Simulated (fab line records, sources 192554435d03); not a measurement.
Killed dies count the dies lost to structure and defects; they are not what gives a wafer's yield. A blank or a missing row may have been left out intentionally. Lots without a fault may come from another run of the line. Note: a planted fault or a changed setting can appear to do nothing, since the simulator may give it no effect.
fab line records    flow n5Finfet    part 1 of 2: steps 1 to 3 of 6
record lots=18  wafers=54  lastDay=18
route steps=1938 shown GATE_CUT@492 MOL_CONTACT_COAG@529
lots with no fault: from the same line, run without faults
startH: hours from the record's first day to the start of the lot's first wafer shown    waitH: hours since the lot's step before    " identical to the entry in the row above    L1.1+2: a row that stands for several wafers    - value missing, or start not given    * or withheld: withheld    < > ~ a bound
route shown NAME@n: names a module that has steps shown in the file, with the first one's number in the route    usual: mean/standard deviation of fault-free wafers    same: alike in all rows    chamber/n: place in a boat    sites: readings site by site    _std_site: their standard deviation    _edge_site: mean of outer sites minus mean of inner sites    radiusMm: how far each site lies from the wafer's centre    mask NAME#n: copy n    behind: the most recent tool/chamber to have shaped the wafer    hold: why the lot was held/for how many hours/how that ended    device: transistor that didn't switch, given as n, p or np    end of line: at the end of the route, the tests of the same wafers    for a step that has no rows: nothing shown but its recipe    killed: count of dies lost to structure and defects at first sort (not the wafer's yield)    map: a wafer's dies, x killed, . not, _ none there
set.NAME: the setting that was run; set.NAME@STEP: the one run at that earlier step    model.NAME: the simulator's own value behind a step, which no gauge read
the route's steps for a sample of lots (tables are steps, rows are wafers)
services: a tool's chamber out of use, with start hour (startH, from the record's first day; less than 0 if before it), hours out, and reason
## steps
# step N5_GATE_CUT_ETCH_36
# recipe chemistry=CF4  target=SiARC  targetDepthA=130  maskMaterial=CAR-EUV  timeS=21.7  ionEnergyEv=80  pressureMtorr=40  sourceW=545  biasW=36  Ar_flow_sccm=100  cf4FlowSccm=100  ends=cleared
# usual cf4FlowSccm=100.00/0.28  drypumpMotorCurrentA=5.7/0.38  etchRfOnTimeS=21.7/0.53  mfcArSccm=100.0/0.3  oesProductAu=0.64/0.042  rfVppV=184.4/1.2  showerheadPlenumPTorr=2.17/0.062  throttleValvePct=15.69/0.18
lot.wafer  tool        chamber  startH  waitH  cf4FlowSccm  drypumpMotorCurrentA  etchRfOnTimeS  mfcArSccm  oesProductAu  rfHoursCounterH  rfVppV  showerheadPlenumPTorr  throttleValvePct
L074.4     rieDiel-06  0        88.98   0.0    99.95        5.3                   21.9           99.5       0.76          31               183.9   2.18                   15.39
L074.5     "           3        "       "      100.01       5.7                   20.8           100.0      0.64          -                184.8   2.21                   15.77
L074.6     "           0        "       "      99.97        5.3                   21.9           99.6       0.76          -                183.5   2.18                   15.39
L076.2     rieDiel-06  2        94.89   0.0    99.71        6.1                   21.2           100.4      0.67          122              186.5   2.24                   15.77
L076.3     "           1        "       "      99.86        5.7                   22.3           99.6       0.62          204              185.1   2.21                   15.84
L076.6     "           1        "       "      99.90        5.7                   22.5           99.8       0.61          -                184.1   2.21                   15.85
L077.1     rieDiel-03  3        103.84  0.0    100.02       5.5                   21.3           100.3      0.65          169              184.6   2.13                   15.66
L077.2     "           2        "       "      99.76        5.8                   21.6           100.1      0.61          227              185.5   2.11                   15.80
L077.4     "           1        "       "      100.22       5.5                   22.3           99.9       0.61          210              182.1   2.14                   15.77
L079.1     rieDiel-02  2        115.11  0.0    100.19       5.1                   22.1           100.2      0.65          133              185.1   2.24                   15.87
L079.4     "           3        "       "      100.04       5.6                   20.7           100.4      0.63          205              186.0   2.21                   15.55
L079.5     "           0        "       "      100.00       6.6                   21.6           100.0      0.61          -                183.1   2.03                   15.68
L080.2     rieDiel-03  0        118.82  0.0    100.08       5.3                   22.4           99.6       0.67          122              185.2   2.25                   15.60
L080.4     "           3        "       "      100.05       5.5                   21.2           100.1      0.65          174              183.4   2.13                   15.65
L080.5     "           2        "       "      100.02       5.8                   21.6           100.1      0.61          -                182.3   2.11                   15.80
L082.2     rieDiel-03  0        140.11  0.0    99.79        5.3                   22.4           99.6       0.67          127              185.6   2.24                   15.60
L082.3     "           1        "       "      99.95        5.5                   22.6           100.2      0.60          220              185.1   2.13                   15.78
L082.6     "           2        "       "      99.28        5.8                   21.8           100.1      0.61          -                184.4   2.11                   15.83
L083.3     rieDiel-06  0        149.18  0.0    100.42       5.4                   21.9           99.8       0.74          46               184.1   2.18                   15.41
L083.4     "           1        "       "      99.45        5.8                   22.1           99.6       0.60          217              183.0   2.21                   15.89
L083.5     "           3        "       "      100.18       5.7                   20.9           99.5       0.62          -                182.8   2.21                   15.81
L085.3     rieDiel-06  2        155.70  0.0    100.27       6.1                   21.3           99.8       0.66          138              185.5   2.24                   15.79
L085.5     "           3        "       "      100.26       5.7                   21.1           99.5       0.62          -                184.0   2.20                   15.84
L085.6     "           2        "       "      100.30       6.1                   21.6           100.0      0.65          -                185.2   2.24                   15.79
L086.1     rieDiel-03  1        160.46  0.0    100.04       5.5                   22.8           99.6       0.59          226              184.3   2.13                   15.81
L086.3     "           3        "       "      99.45        5.5                   21.4           99.9       0.64          184              185.6   2.13                   15.69
L086.5     "           0        "       "      100.13       5.3                   22.3           100.2      0.66          -                184.9   2.24                   15.62
L089.1     rieDiel-06  0        176.80  0.0    100.48       5.3                   21.7           99.8       0.73          52               184.7   2.18                   15.41
L089.2     "           2        "       "      100.39       6.1                   21.2           99.5       0.66          143              186.1   2.24                   15.81
L089.4     "           3        "       "      99.64        5.7                   21.0           100.1      0.62          223              185.3   2.20                   15.81
L090.3     rieDiel-02  3        178.48  0.0    100.03       5.6                   21.2           99.7       0.61          223              187.0   2.21                   15.60
L090.4     "           2        "       "      100.35       5.1                   22.1           100.3      0.64          151              186.2   2.23                   15.91
L090.5     "           1        "       "      100.04       6.1                   21.1           100.2      0.66          -                185.3   2.15                   15.27
L091.1     rieDiel-06  3        188.40  0.0    100.31       5.7                   21.0           100.2      0.62          225              183.4   2.20                   15.81
L091.3     "           2        "       "      99.35        6.1                   21.3           100.1      0.65          146              185.0   2.23                   15.80
L091.6     "           1        "       "      99.59        5.8                   22.4           100.0      0.60          -                184.1   2.21                   15.89
L092.3     rieDiel-02  3        199.97  0.0    100.08       5.6                   21.0           99.6       0.61          229              184.7   2.20                   15.60
L092.4     "           0        "       "      99.23        6.6                   21.7           99.7       0.60          223              182.9   2.02                   15.75
L092.5     "           0        "       "      99.58        6.6                   22.0           99.9       0.59          -                182.2   2.02                   15.74
L093.1     rieDiel-02  3        210.15  0.0    99.61        5.6                   21.0           100.6      0.61          232              185.3   2.20                   15.62
L093.4     "           1        "       "      100.21       6.0                   21.2           99.9       0.66          151              183.7   2.14                   15.27
L093.6     "           3        "       "      100.03       5.6                   21.2           100.6      0.61          -                185.0   2.20                   15.60
L094.1     rieDiel-02  3        212.32  0.0    100.45       5.6                   21.1           99.5       0.62          233              186.3   2.20                   15.62
L094.5     "           3        "       "      100.41       5.6                   21.4           99.8       0.60          -                185.2   2.20                   15.62
L094.6     "           2        "       "      99.73        5.1                   22.1           99.8       0.63          -                184.3   2.23                   15.95
L095.3     rieDiel-03  1        214.94  0.0    100.01       5.5                   22.6           99.9       0.59          247              184.5   2.12                   15.85
L095.4     "           0        "       "      99.70        5.3                   22.5           99.8       0.64          -                183.8   2.24                   15.65
L095.5     "           3        "       "      99.82        5.6                   21.3           99.6       0.63          -                185.1   2.12                   15.71
L096.1     rieDiel-02  3        217.82  0.0    100.01       5.6                   21.2           99.9       0.60          235              183.2   2.20                   15.61
L096.3     "           0        "       "      100.38       6.6                   22.1           99.9       0.59          229              182.7   2.02                   15.76
L096.6     "           2        "       "      99.82        5.1                   22.2           100.1      0.63          -                185.5   2.23                   15.92
L097.1     rieDiel-02  2        223.97  0.0    100.30       5.1                   22.3           100.0      0.62          165              186.6   2.23                   15.96
L097.2     "           3        "       "      99.91        5.6                   21.2           100.0      0.61          236              185.0   2.20                   15.62
L097.4     "           0        "       "      99.67        6.5                   21.8           99.6       0.58          230              182.0   2.02                   15.75
# step N5_GATE_CUT_ETCH_37
# recipe chemistry=N2/H2  target=SOC  targetDepthA=600  overetchA=120  maskMaterial=SiARC  tempC=40  timeS=90  ionEnergyEv=200  pressureMtorr=30  sourceW=840  biasW=150  n2FlowSccm=200  h2FlowSccm=200
# usual drypumpMotorCurrentA=5.7/0.38  oesProductAu=0.67/0.045  rfVppV=524.8/2.1  showerheadPlenumPTorr=2.58/0.073  throttleValvePct=17.90/0.17
lot.wafer  tool        chamber  startH  waitH  drypumpMotorCurrentA  oesProductAu  rfHoursCounterH  rfVppV  showerheadPlenumPTorr  throttleValvePct
L074.4     rieDiel-06  0        89.00   0.0    5.3                   0.80          31               526.5   2.60                   17.63
L074.5     "           3        "       "      5.7                   0.65          -                526.8   2.64                   18.06
L074.6     "           0        "       "      5.4                   0.80          -                527.1   2.60                   17.62
L076.2     rieDiel-06  2        94.92   0.0    6.1                   0.69          122              527.2   2.66                   17.94
L076.3     "           1        "       "      5.8                   0.66          204              526.5   2.62                   17.93
L076.6     "           1        "       "      5.8                   0.66          -                525.1   2.62                   17.93
L077.1     rieDiel-03  3        103.86  0.0    5.6                   0.67          169              522.5   2.55                   18.01
L077.2     "           2        "       "      5.8                   0.63          227              522.9   2.50                   17.90
L077.4     "           1        "       "      5.5                   0.64          210              523.4   2.50                   17.75
L079.1     rieDiel-02  2        115.14  0.0    5.1                   0.69          133              527.4   2.65                   17.97
L079.4     "           3        "       "      5.6                   0.64          205              524.9   2.62                   17.78
L079.5     "           0        "       "      6.6                   0.64          -                519.9   2.43                   18.07
L080.2     rieDiel-03  0        118.85  0.0    5.3                   0.72          122              525.5   2.67                   17.86
L080.4     "           3        "       "      5.6                   0.67          174              525.4   2.55                   18.04
L080.5     "           2        "       "      5.8                   0.64          -                523.3   2.49                   17.91
L082.2     rieDiel-03  0        140.14  0.0    5.4                   0.71          127              524.8   2.67                   17.87
L082.3     "           1        "       "      5.5                   0.64          220              522.7   2.50                   17.75
L082.6     "           2        "       "      5.8                   0.63          -                523.3   2.49                   17.92
L083.3     rieDiel-06  0        149.20  0.0    5.4                   0.77          46               525.4   2.59                   17.65
L083.4     "           1        "       "      5.8                   0.64          217              526.6   2.62                   17.96
L083.5     "           3        "       "      5.7                   0.63          -                525.7   2.64                   18.08
L085.3     rieDiel-06  2        155.72  0.0    6.1                   0.68          138              526.6   2.65                   17.96
L085.5     "           3        "       "      5.7                   0.64          -                526.7   2.64                   18.09
L085.6     "           2        "       "      6.1                   0.69          -                527.1   2.65                   17.96
L086.1     rieDiel-03  1        160.49  0.0    5.5                   0.64          226              523.3   2.49                   17.78
L086.3     "           3        "       "      5.6                   0.67          184              523.8   2.54                   18.06
L086.5     "           0        "       "      5.3                   0.71          -                527.2   2.67                   17.89
L089.1     rieDiel-06  0        176.83  0.0    5.3                   0.76          52               524.3   2.59                   17.67
L089.2     "           2        "       "      6.1                   0.67          143              526.3   2.65                   17.97
L089.4     "           3        "       "      5.7                   0.64          223              526.0   2.63                   18.09
L090.3     rieDiel-02  3        178.50  0.0    5.6                   0.63          223              526.1   2.61                   17.83
L090.4     "           2        "       "      5.1                   0.67          151              527.3   2.64                   18.00
L090.5     "           1        "       "      6.1                   0.68          -                523.5   2.56                   17.54
L091.1     rieDiel-06  3        188.42  0.0    5.7                   0.63          225              525.3   2.63                   18.10
L091.3     "           2        "       "      6.1                   0.68          146              526.6   2.65                   17.99
L091.6     "           1        "       "      5.8                   0.64          -                526.0   2.61                   17.99
L092.3     rieDiel-02  3        200.00  0.0    5.6                   0.62          229              525.6   2.61                   17.81
L092.4     "           0        "       "      6.6                   0.62          223              519.4   2.42                   18.11
L092.5     "           0        "       "      6.6                   0.63          -                520.8   2.42                   18.12
L093.1     rieDiel-02  3        210.17  0.0    5.6                   0.63          232              526.5   2.61                   17.83
L093.4     "           1        "       "      6.0                   0.69          151              523.5   2.56                   17.56
L093.6     "           3        "       "      5.6                   0.63          -                524.5   2.61                   17.82
L094.1     rieDiel-02  3        212.35  0.0    5.6                   0.63          233              525.5   2.60                   17.82
L094.5     "           3        "       "      5.6                   0.63          -                525.8   2.61                   17.81
L094.6     "           2        "       "      5.1                   0.66          -                526.4   2.64                   18.01
L095.3     rieDiel-03  1        214.97  0.0    5.5                   0.62          247              521.9   2.48                   17.80
L095.4     "           0        "       "      5.3                   0.69          -                525.5   2.66                   17.92
L095.5     "           3        "       "      5.6                   0.65          -                522.7   2.53                   18.08
L096.1     rieDiel-02  3        217.85  0.0    5.6                   0.63          235              526.0   2.60                   17.82
L096.3     "           0        "       "      6.5                   0.62          229              519.4   2.42                   18.13
L096.6     "           2        "       "      5.1                   0.66          -                527.6   2.64                   18.00
L097.1     rieDiel-02  2        224.00  0.0    5.1                   0.66          165              526.1   2.64                   18.03
L097.2     "           3        "       "      5.6                   0.62          236              526.5   2.60                   17.84
L097.4     "           0        "       "      6.6                   0.63          230              520.0   2.42                   18.10
# step N5_GATE_CUT_HM_OPEN_40
# recipe chemistry=C4F6/O2  target=SiO2  maskMaterial=SiARC  targetDepthA=1390  timeS=85.1  ionEnergyEv=250  pressureMtorr=30  sourceW=345  biasW=185  Ar_flow_sccm=300  C4F6_flow_sccm=10  O2_flow_sccm=10  ends=cleared
# usual drypumpMotorCurrentA=5.7/0.38  etchRfOnTimeS=94.1/2  mfcArSccm=300.0/0.86  oes_o_777_au=0.75/0.046  oesProductAu=0.67/0.047  rfVppV=662/13  showerheadPlenumPTorr=2.88/0.082  throttleValvePct=20.99/0.2
lot.wafer  tool        chamber  startH  waitH  drypumpMotorCurrentA  etchRfOnTimeS  mfcArSccm  oes_o_777_au  oesProductAu  rfHoursCounterH  rfVppV  showerheadPlenumPTorr  throttleValvePct
L074.4     rieDiel-06  0        89.09   0.0    5.4                   94.4           300.0      0.89          0.81          31               671     2.91                   20.79
L074.5     "           3        "       "      5.7                   94.9           299.7      0.76          0.66          -                641     2.94                   21.08
L074.6     "           0        "       "      5.4                   94.5           300.6      0.88          0.80          -                673     2.91                   20.79
L076.2     rieDiel-06  2        95.00   0.0    6.1                   90.4           299.8      0.78          0.70          122              671     2.97                   21.10
L076.3     "           1        "       "      5.8                   92.9           298.9      0.72          0.65          204              677     2.94                   21.15
L076.6     "           1        "       "      5.8                   95.0           300.7      0.72          0.65          -                677     2.94                   21.14
L077.1     rieDiel-03  3        103.95  0.0    5.6                   89.6           298.5      0.77          0.68          169              644     2.83                   20.95
L077.2     "           2        "       "      5.8                   93.9           300.8      0.74          0.64          227              652     2.79                   20.99
L077.4     "           1        "       "      5.6                   95.8           299.2      0.69          0.64          210              662     2.84                   21.08
L079.1     rieDiel-02  2        115.22  0.0    5.1                   95.3           300.4      0.75          0.69          133              664     2.98                   21.23
L079.4     "           3        "       "      5.6                   91.4           301.0      0.73          0.66          205              673     2.93                   20.83
L079.5     "           0        "       "      6.6                   94.5           299.8      0.73          0.64          -                647     2.71                   21.00
L080.2     rieDiel-03  0        118.93  0.0    5.3                   93.9           300.1      0.78          0.71          122              663     2.98                   20.90
L080.4     "           3        "       "      5.6                   94.9           300.4      0.76          0.68          174              643     2.83                   20.97
L080.5     "           2        "       "      5.8                   94.5           301.5      0.73          0.64          -                652     2.79                   21.00
L082.2     rieDiel-03  0        140.22  0.0    5.3                   95.7           300.1      0.78          0.72          127              661     2.98                   20.90
L082.3     "           1        "       "      5.5                   97.4           299.0      0.69          0.64          220              663     2.84                   21.10
L082.6     "           2        "       "      5.8                   96.8           301.6      0.73          0.63          -                653     2.79                   20.99
L083.3     rieDiel-06  0        149.29  0.0    5.4                   93.0           301.7      0.86          0.79          46               672     2.90                   20.79
L083.4     "           1        "       "      5.8                   96.0           300.7      0.71          0.65          217              677     2.93                   21.16
L083.5     "           3        "       "      5.7                   92.6           300.4      0.76          0.65          -                641     2.93                   21.10
L085.3     rieDiel-06  2        155.81  0.0    6.1                   94.7           299.4      0.77          0.70          138              670     2.97                   21.09
L085.5     "           3        "       "      5.7                   93.1           300.3      0.75          0.66          -                641     2.93                   21.10
L085.6     "           2        "       "      6.1                   94.9           301.0      0.77          0.69          -                670     2.97                   21.12
L086.1     rieDiel-03  1        160.57  0.0    5.5                   95.5           301.6      0.68          0.63          226              663     2.84                   21.11
L086.3     "           3        "       "      5.6                   94.1           300.3      0.75          0.67          184              645     2.82                   20.99
L086.5     "           0        "       "      5.4                   97.0           299.7      0.77          0.71          -                661     2.98                   20.91
L089.1     rieDiel-06  0        176.91  0.0    5.4                   93.3           301.6      0.85          0.77          52               671     2.90                   20.80
L089.2     "           2        "       "      6.1                   93.1           300.3      0.77          0.70          143              670     2.96                   21.13
L089.4     "           3        "       "      5.7                   95.9           299.4      0.75          0.64          223              641     2.93                   21.11
L090.3     rieDiel-02  3        178.59  0.0    5.6                   90.6           299.6      0.72          0.64          223              672     2.93                   20.86
L090.4     "           2        "       "      5.1                   94.5           299.9      0.73          0.68          151              664     2.97                   21.29
L090.5     "           1        "       "      6.1                   91.8           299.7      0.75          0.70          -                678     2.84                   20.45
L091.1     rieDiel-06  3        188.51  0.0    5.7                   92.6           298.0      0.74          0.64          225              642     2.93                   21.11
L091.3     "           2        "       "      6.0                   91.2           300.2      0.77          0.69          146              671     2.96                   21.11
L091.6     "           1        "       "      5.8                   95.8           298.6      0.70          0.64          -                677     2.93                   21.17
L092.3     rieDiel-02  3        200.08  0.0    5.6                   94.1           299.3      0.71          0.63          229              671     2.92                   20.88
L092.4     "           0        "       "      6.6                   97.8           299.5      0.71          0.62          223              647     2.70                   21.04
L092.5     "           0        "       "      6.5                   97.9           299.8      0.72          0.63          -                647     2.70                   21.06
L093.1     rieDiel-02  3        210.26  0.0    5.6                   91.3           299.7      0.71          0.64          232              673     2.92                   20.88
L093.4     "           1        "       "      6.0                   92.9           300.7      0.75          0.69          151              680     2.83                   20.47
L093.6     "           3        "       "      5.6                   93.8           300.0      0.71          0.64          -                672     2.92                   20.88
L094.1     rieDiel-02  3        212.43  0.0    5.6                   89.7           297.5      0.71          0.64          233              671     2.92                   20.88
L094.5     "           3        "       "      5.6                   92.5           299.5      0.71          0.64          -                673     2.92                   20.89
L094.6     "           2        "       "      5.1                   94.9           300.6      0.73          0.67          -                665     2.97                   21.28
L095.3     rieDiel-03  1        215.05  0.0    5.5                   98.4           299.7      0.67          0.61          247              661     2.83                   21.14
L095.4     "           0        "       "      5.3                   95.3           299.9      0.76          0.69          -                662     2.97                   20.93
L095.5     "           3        "       "      5.5                   95.0           300.0      0.74          0.65          -                642     2.81                   21.01
L096.1     rieDiel-02  3        217.93  0.0    5.6                   92.5           300.7      0.71          0.64          235              672     2.92                   20.89
L096.3     "           0        "       "      6.6                   94.5           298.0      0.71          0.63          229              647     2.69                   21.05
L096.6     "           2        "       "      5.1                   96.8           300.0      0.73          0.67          -                666     2.96                   21.28
L097.1     rieDiel-02  2        224.08  0.0    5.1                   94.6           299.0      0.73          0.67          165              666     2.96                   21.29
L097.2     "           3        "       "      5.6                   91.4           301.8      0.71          0.63          236              673     2.92                   20.89
L097.4     "           0        "       "      6.6                   96.4           301.2      0.71          0.62          230              649     2.69                   21.05
